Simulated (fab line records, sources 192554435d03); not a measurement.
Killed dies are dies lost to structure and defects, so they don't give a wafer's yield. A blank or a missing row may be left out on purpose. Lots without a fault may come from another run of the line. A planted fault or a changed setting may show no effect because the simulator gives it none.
Tool commonality check | flow n5_finfet | 11 lots, 33 wafers sampled

WHY IT WAS OPENED
At N5_GATE_CUT_OVL_MEAS_14 the reading GATE_CUT_OVL is flagged on 4 of 11 lots. Wafers without a fault read -0.7 nm, standard deviation 0.67.
Rule: a lot is flagged when every wafer of it that has a number lies more than 4 standard deviations from that mean, or none has a number. The other lots count as sound.

lot  | measured    | on         | GATE_CUT_OVL (nm), wafer by wafer | flag
L470 | day 4 17:25 | overlay-01 | -0.8 0.4 0.0                      |
L472 | day 5 01:06 | overlay-02 | -1.8 0.3 0.3                      |
L473 | day 5 06:30 | overlay-01 | -0.4 -1.0 0.8                     |
L475 | day 5 17:35 | overlay-01 | -1.7 -1.1 -2.1                    |
L476 | day 5 23:01 | overlay-02 | -0.2 -1.0 -1.6                    |
L478 | day 6 10:43 | overlay-01 | -0.3 -0.8 -0.4                    |
L479 | day 6 17:07 | overlay-02 | -1.9 -1.7 -1.1                    |
L482 | day 7 12:49 | overlay-02 | 4.1 3.2 3.8                       | FLAGGED
L483 | day 7 16:45 | overlay-02 | 3.9 4.8 5.1                       | FLAGGED
L484 | day 8 00:35 | overlay-02 | 4.7 4.1 3.9                       | FLAGGED
L485 | day 8 07:50 | overlay-01 | 3.9 4.5 4.6                       | FLAGGED
The numbers of the flagged lots are 4.2 nm on average: +4.9 nm against the usual, or +7 standard deviations.

WHICH TOOL RAN EACH LOT
The record holds 4 process steps before the reading, out of a route of 1938 steps. In each cell: the tool, then ch and the chambers that the sampled wafers went through, then the start.
lot  | flag    | N5_GATE_CUT_ETCHBACK_00          | N5_GATE_CUT_ETCH_58               | N5_GATE_CUT_CMP_02           | N5_GATE_CUT_EXPOSE_10
L470 |         | rie_metal-01 ch 0,1, day 4 13:32 | rie_diel-06 ch 0,1,2, day 4 13:59 | cmp-03 ch 0,1,2, day 4 16:37 | euv_scanner-02 ch 0, day 4 17:15
L472 |         | rie_metal-01 ch 0,1, day 4 20:38 | rie_diel-05 ch 0,1,2, day 4 21:01 | cmp-02 ch 1,2,3, day 5 00:24 | euv_scanner-02 ch 0, day 5 00:56
L473 |         | rie_metal-03 ch 0,1, day 5 01:41 | rie_diel-04 ch 0,1, day 5 02:01   | cmp-03 ch 1,2,3, day 5 05:48 | euv_scanner-02 ch 0, day 5 06:20
L475 |         | rie_metal-03 ch 0,1, day 5 13:40 | rie_diel-05 ch 1,3, day 5 14:04   | cmp-02 ch 0,2,3, day 5 16:45 | euv_scanner-01 ch 0, day 5 17:25
L476 |         | rie_metal-01 ch 1, day 5 19:26   | rie_diel-04 ch 0,2, day 5 19:43   | cmp-03 ch 1,2,3, day 5 22:23 | euv_scanner-01 ch 0, day 5 22:51
L478 |         | rie_metal-01 ch 0,1, day 6 07:10 | rie_diel-06 ch 1,2,3, day 6 07:25 | cmp-03 ch 0,1, day 6 10:00   | euv_scanner-02 ch 0, day 6 10:33
L479 |         | rie_metal-01 ch 0,1, day 6 13:34 | rie_diel-06 ch 1,2,3, day 6 13:49 | cmp-04 ch 0,2,3, day 6 16:29 | euv_scanner-02 ch 0, day 6 16:58
L482 | FLAGGED | rie_metal-02 ch 0,1, day 7 08:26 | rie_diel-04 ch 1,2, day 7 08:44   | cmp-03 ch 2,3, day 7 12:07   | euv_scanner-01 ch 0, day 7 12:39
L483 | FLAGGED | rie_metal-01 ch 1, day 7 12:55   | rie_diel-06 ch 0,3, day 7 13:26   | cmp-03 ch 0,1, day 7 16:02   | euv_scanner-01 ch 0, day 7 16:35
L484 | FLAGGED | rie_metal-01 ch 1, day 7 20:44   | rie_diel-04 ch 0,1, day 7 21:18   | cmp-04 ch 0,1,2, day 7 23:53 | euv_scanner-01 ch 0, day 8 00:25
L485 | FLAGGED | rie_metal-01 ch 0,1, day 8 04:05 | rie_diel-05 ch 1,2, day 8 04:32   | cmp-03 ch 1,2, day 8 07:08   | euv_scanner-01 ch 0, day 8 07:40
What these steps do:
- N5_GATE_CUT_ETCHBACK_00: etches W in SF6/Cl2.
- N5_GATE_CUT_ETCH_58: etches SiNx in CH3F/O2, target depth 17 nm, time 128.6 s.
- N5_GATE_CUT_CMP_02: polishes, stops on SiO2, t overpolish 12.7 s, target thk 0 nm.
- N5_GATE_CUT_EXPOSE_10: exposes mask GATE CUT, target cd 20 nm.
- N5_GATE_CUT_OVL_MEAS_14

FLAGGED OVER TOTAL, TOOL BY TOOL (the gauges that took the reading come last)
step                    | tool           | lots run | flagged | share of the flagged lots | sound lots run after its first flagged lot
N5_GATE_CUT_ETCHBACK_00 | rie_metal-01   | 8        | 3       | some                      | 0
N5_GATE_CUT_ETCHBACK_00 | rie_metal-02   | 1        | 1       | some                      | 0
N5_GATE_CUT_ETCHBACK_00 | rie_metal-03   | 2        | 0       | none                      | -
N5_GATE_CUT_ETCH_58     | rie_diel-04    | 4        | 2       | some                      | 0
N5_GATE_CUT_ETCH_58     | rie_diel-05    | 3        | 1       | some                      | 0
N5_GATE_CUT_ETCH_58     | rie_diel-06    | 4        | 1       | some                      | 0
N5_GATE_CUT_CMP_02      | cmp-02         | 2        | 0       | none                      | -
N5_GATE_CUT_CMP_02      | cmp-03         | 7        | 3       | some                      | 0
N5_GATE_CUT_CMP_02      | cmp-04         | 2        | 1       | some                      | 0
N5_GATE_CUT_EXPOSE_10   | euv_scanner-01 | 6        | 4       | all                       | 0
N5_GATE_CUT_EXPOSE_10   | euv_scanner-02 | 5        | 0       | none                      | -
N5_GATE_CUT_OVL_MEAS_14 | overlay-01     | 5        | 1       | some                      | 0
N5_GATE_CUT_OVL_MEAS_14 | overlay-02     | 6        | 3       | some                      | 0

WHAT THE TABLE ALLOWS
1 row of the table ran every flagged lot: euv_scanner-01 at N5_GATE_CUT_EXPOSE_10.
- euv_scanner-01 at N5_GATE_CUT_EXPOSE_10: 4 of its 6 lots flagged. Its last sound lot is L476 (day 5 22:51), its first flagged lot L482 (day 7 12:39): a fault that began between those two fits.
One tool is left: euv_scanner-01 at N5_GATE_CUT_EXPOSE_10.

WHAT THE SIMULATOR HAD PUT IN
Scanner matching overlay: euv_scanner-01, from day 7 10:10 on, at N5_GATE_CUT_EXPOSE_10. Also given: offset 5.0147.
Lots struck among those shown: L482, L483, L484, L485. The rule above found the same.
